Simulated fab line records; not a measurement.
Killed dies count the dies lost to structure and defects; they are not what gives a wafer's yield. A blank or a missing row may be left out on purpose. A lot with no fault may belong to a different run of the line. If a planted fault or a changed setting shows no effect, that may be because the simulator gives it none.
fab line records ; flow n5_finfet
[record] lots = 7; wafers = 39
route steps=1938 shown DUMMY_GATE@228 SD_EPI_P@321 HKMG_FIN@438 GATE_CUT@500 MOL_CONTACT_COAG@559 BEOL_M4@1111
start_h: the number of hours between the record's first day and the start of the first shown wafer of the lot ; wait_h: time in hours since the lot's previous step ; " same as the row above ; L1.1+2: one row covering several wafers at once ; - value missing, or start not given ; * or withheld: withheld ; < > ~ a bound
route shown NAME@n: a module of which the file shows steps, and the number in the route of the first ; usual: mean and standard deviation over wafers with no fault ; same: alike in all rows ; chamber/n: place in a boat ; sites: the reading at each site ; _std_site: the values' standard deviation ; _edge_site: mean of outer sites minus mean of inner sites ; radius_mm: how far each site lies from the wafer's centre ; mask NAME#n: copy n ; behind: the most recent tool/chamber to have shaped the wafer ; hold: why the lot was held/for how many hours/how that ended ; device: which transistor (n, p or np) failed to switch ; end of line: at the end of the route, the tests of the same wafers ; a step given without rows: its recipe and nothing more ; killed: count of dies lost to structure and defects at first sort (not the wafer's yield) ; map: dies across one wafer; x = killed, . = not, _ = none there
set.NAME: the run value of the setting; set.NAME@STEP: its run value at that earlier step ; model.NAME: the simulator's own value behind a step, which no gauge read
lots where settings were altered on purpose, with a table for each step and a row for each wafer
[[steps]]
[step N5_DUMMY_GATE_EXPOSE_12]
[recipe] mask_id = GATE; na = 0.33; source_shape = annular; sigma_inner = 0.2; sigma_outer = 0.6; polarization = unpolarized; target_cd_nm = 25; dose_mj = 34
[step N5_DUMMY_GATE_ETCH_31]
[recipe] chemistry = C4F6/O2; target = SiO2; mask_material = SOC; target_depth_a = 825; time_s = 27.5; ion_energy_ev = 250; pressure_mtorr = 30; source_w = 345; bias_w = 185; Ar_flow_sccm = 300; C4F6_flow_sccm = 10; O2_flow_sccm = 10
[step N5_DUMMY_GATE_ETCH_42]
[recipe] chemistry = CHF3/O2; target = SiO2; target_depth_a = 35; time_s = 31; ion_energy_ev = 30; bias_w = 12; pressure_mtorr = 30; source_w = 600; Ar_flow_sccm = 200; CHF3_flow_sccm = 50; O2_flow_sccm = 5
[step N5_SD_EPI_P_EPI_21]
[recipe] material = SiGe:B; dopant = B; temp_c = 550; pressure_torr = 20; ambient = H2; time_s = 355
[step N5_HKMG_FIN_ETCH_35]
[recipe] chemistry = N2/H2; target = SOC; target_depth_a = 2158; ion_energy_ev = 65; bias_w = 5; source_w = 3000; time_s = 243.4; pressure_mtorr = 30; n2_flow_sccm = 200; h2_flow_sccm = 200
[step N5_HKMG_FIN_ALD_21]
[recipe] material = TiN; target_thk_a = 15; temp_c = 400; ald_precursor_family = TiCl4; ald_co_reactant = NH3; pulse_time_s = 1; purge_time_s = 3; co_reactant_purge_time_s = 2; co_reactant_pulse_time_s = 2; ald_cycles = 68; pressure_torr = 3
[step N5_GATE_CUT_CUT_ETCH_53]
[recipe] chemistry = SF6/Cl2; target = W; mask_material = SiO2; target_depth_a = 792; pressure_mtorr = 8; icp_w = 900; bias_w = 80; SF6_flow_sccm = 40; Cl2_flow_sccm = 60; ends = cleared
[step N5_MOL_CONTACT_COAG_ALD_27]
[recipe] material = SiOC; target_thk_a = 170; temp_c = 400; ald_precursor_family = carbosiloxane; ald_co_reactant = H2-plasma; pulse_time_s = 1.5; time_s = 2720; purge_time_s = 2; co_reactant_purge_time_s = 2; ald_cycles = 340; pressure_torr = 2
[step N5_MOL_CONTACT_COAG_ETCH_47]
[recipe] chemistry = CH3F/O2; target = SiNx; target_depth_a = 270; mask_material = SiO2; stop_on = W; over_etch_frac = 0.2; ion_energy_ev = 120; endpoint = OES-CN; pressure_mtorr = 30; source_w = 395; bias_w = 73; Ar_flow_sccm = 150; CH3F_flow_sccm = 30; O2_flow_sccm = 20; ends = end_point
[step N5_BEOL_M4_RC_MEAS_101]
[usual] DIBL_N = 35.9/1.8; DIBL_P = 36.2/2; RS_SD_P = 65.8/0.9; SS_P = 73.2/0.7
lot.wafer;tool;chamber;start_h;wait_h;set.dose_mj@DUMMY_GATE_EXPOSE_12;set.target_depth_a@DUMMY_GATE_ETCH_31;set.bias_w@DUMMY_GATE_ETCH_42;set.time_s@SD_EPI_P_EPI_21;set.time_s@HKMG_FIN_ETCH_35;set.temp_c@HKMG_FIN_ALD_21;set.icp_w@GATE_CUT_CUT_ETCH_53;set.ald_cycles@MOL_CONTACT_COAG_ALD_27;set.over_etch_frac@MOL_CONTACT_COAG_ETCH_47;DIBL_N[mV/V];DIBL_P[mV/V];RS_SD_P[ohm/sq];SS_P[mV/dec]
L075.1;prober-02;0;172.36;0.0;34;853.8;12;355;243.4;400;954.9;340;0.214;35.4;37.7;65.9;73.5
L075.2;prober-02;0;172.36;0.0;34;853.8;12;355;243.4;417;900;340;0.2;35.8;37.1;67.2;73.6
L075.3;prober-02;0;172.36;0.0;34;825;12;319.3;243.4;400;954.9;296;0.2;34.0;35.6;71.6;73.1
L075.4;prober-02;0;172.36;0.0;35.48;825;12;319.3;243.4;400;900;340;0.214;38.3;40.5;69.9;73.5
L075.5;prober-02;0;172.36;0.0;35.48;825;12;355;243.4;417;900;296;0.214;38.3;40.7;66.5;74.2
L075.6;prober-02;0;172.36;0.0;35.48;853.8;12;319.3;243.4;417;954.9;296;0.2;39.7;42.6;70.9;74.4
L076.1;prober-02;0;182.20;0.0;34;906.2;10.5;355;294.1;400;816.4;340;0.2052;35.8;36.4;66.2;72.7
L076.2;prober-02;0;182.20;0.0;34;825;10.5;404.2;243.4;400;816.4;283;0.2;36.6;35.9;61.5;73.4
L076.3;prober-02;0;182.20;0.0;35.05;906.2;10.5;404.2;294.1;400;900;283;0.2;35.4;34.8;60.5;72.4
L076.4;prober-02;0;182.20;0.0;34;906.2;12;355;243.4;400;816.4;340;0.2;33.8;33.4;65.8;72.3
L076.5;prober-02;0;182.20;0.0;35.05;825;12;355;294.1;400;900;283;0.2052;36.9;37.5;66.6;72.5
L076.6;prober-02;0;182.20;0.0;35.05;825;12;404.2;243.4;400;900;340;0.2052;37.0;36.8;60.6;73.2
L081.2;prober-01;0;214.34;0.2;34;825;12;355;243.4;400;900;340;0.2;37.5;37.5;66.7;73.6
L081.3;prober-01;0;214.34;0.2;34;825;12;355;243.4;400;900;340;0.2;36.5;35.7;66.7;73.8
L081.5;prober-01;0;214.34;0.2;34;825;12;355;243.4;400;900;340;0.2;36.7;36.6;66.8;73.1
L085.1;prober-01;0;242.09;0.0;34.93;773.2;12;379.2;191.7;386.8;900;340;0.2;39.8;40.1;63.3;74.8
L085.2;prober-01;0;242.09;0.0;34;773.2;13.82;355;243.4;400;900;340;0.2;36.9;35.7;67.1;73.1
L085.3;prober-01;0;242.09;0.0;34;825;13.82;355;191.7;400;900;340;0.215;35.8;34.5;66.8;73.6
L085.4;prober-01;0;242.09;0.0;34.93;825;12;355;191.7;386.8;900;340;0.215;39.0;38.9;66.4;73.8
L085.5;prober-01;0;242.09;0.0;34;773.2;12;379.2;243.4;400;900;340;0.215;37.6;36.7;64.4;73.5
L085.6;prober-01;0;242.09;0.0;34.93;825;13.82;379.2;243.4;386.8;900;340;0.2;38.2;38.1;63.8;74.5
L089.1;prober-01;0;259.86;0.0;35.29;909.6;13.19;393.4;243.4;400;900;360;0.2102;36.2;36.9;61.9;73.0
L089.2;prober-01;0;259.86;0.0;34;825;12;393.4;243.4;414.4;900;340;0.2102;33.6;34.0;60.9;72.8
L089.3;prober-01;0;259.86;0.0;35.29;825;12;355;293.3;414.4;900;360;0.2;37.3;38.1;65.9;73.3
L089.4;prober-01;0;259.86;0.0;34;825;13.19;393.4;293.3;400;900;340;0.2;35.2;35.2;62.3;72.5
L089.5;prober-01;0;259.86;0.0;35.29;909.6;12;355;293.3;400;900;360;0.2102;37.0;38.4;66.0;73.0
L089.6;prober-01;0;259.86;0.0;34;909.6;13.19;355;243.4;414.4;900;340;0.2;35.8;35.6;65.5;72.7
L092.1;prober-02;0;284.66;0.0;34;825;12;355;293;400;780;340;0.2;36.1;35.7;66.5;73.6
L092.2;prober-02;0;284.66;0.0;34;741.1;12;355;243.4;394.3;900;340;0.2;42.0;43.1;66.2;74.8
L092.3;prober-02;0;284.66;0.0;35.61;741.1;12;355;293;400;900;309;0.2;39.4;40.2;66.8;75.0
L092.4;prober-02;0;284.66;0.0;35.61;825;12;355;293;394.3;900;340;0.2;39.9;41.7;66.7;75.5
L092.5;prober-02;0;284.66;0.0;34;825;12;355;243.4;394.3;780;309;0.2;38.0;38.1;66.2;73.8
L092.6;prober-02;0;284.66;0.0;35.61;741.1;12;355;243.4;400;780;309;0.2;39.8;40.6;66.1;75.1
L093.1;prober-01;0;290.67;0.0;34;825;12;355;194.5;400;808;340;0.2154;38.3;40.2;64.0;74.3
L093.2;prober-01;0;290.67;0.0;34;825;13.08;355;243.4;400;808;310;0.2154;35.4;36.4;63.5;72.8
L093.3;prober-01;0;290.67;0.0;34;825;13.08;355;243.4;400;900;340;0.2154;37.2;38.7;64.9;74.0
L093.4;prober-01;0;290.67;0.0;31.49;825;12;355;243.4;400;900;310;0.2;33.7;33.5;64.3;71.5
L093.5;prober-01;0;290.67;0.0;31.49;825;12;355;194.5;400;900;310;0.2;33.0;32.4;64.3;72.3
L093.6;prober-01;0;290.67;0.0;31.49;825;13.08;355;194.5;400;808;340;0.2;33.2;33.4;64.5;72.1
[[key]]
[split] step = N5_DUMMY_GATE_EXPOSE_12; setting = dose_mj; stated_as = 34
[response] step = N5_BEOL_M4_RC_MEAS_101; reading = SS_P; slope = +0.238; per = 1%; together_with = all; explained = 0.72
[response] step = N5_BEOL_M4_RC_MEAS_101; reading = DIBL_P; slope = +0.769; per = 1%; together_with = all; explained = 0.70
[response] step = N5_BEOL_M4_RC_MEAS_101; reading = DIBL_N; slope = +0.57; per = 1%; together_with = all; explained = 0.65
[split] step = N5_DUMMY_GATE_ETCH_31; setting = target_depth_a; stated_as = 825
response none clear
[split] step = N5_DUMMY_GATE_ETCH_42; setting = bias_w; stated_as = 12
response none clear
[split] step = N5_SD_EPI_P_EPI_21; setting = time_s; stated_as = 355
[response] step = N5_BEOL_M4_RC_MEAS_101; reading = RS_SD_P; slope = -0.395; per = 1%; together_with = all; explained = 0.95
[split] step = N5_HKMG_FIN_ETCH_35; setting = time_s; stated_as = 243.4
response none clear
[split] step = N5_HKMG_FIN_ALD_21; setting = temp_c; stated_as = 400
response none clear
[split] step = N5_GATE_CUT_CUT_ETCH_53; setting = icp_w; stated_as = 900
response none clear
[split] step = N5_MOL_CONTACT_COAG_ALD_27; setting = ald_cycles; stated_as = 340
response none clear
[split] step = N5_MOL_CONTACT_COAG_ETCH_47; setting = over_etch_frac; stated_as = 0.2
response none clear
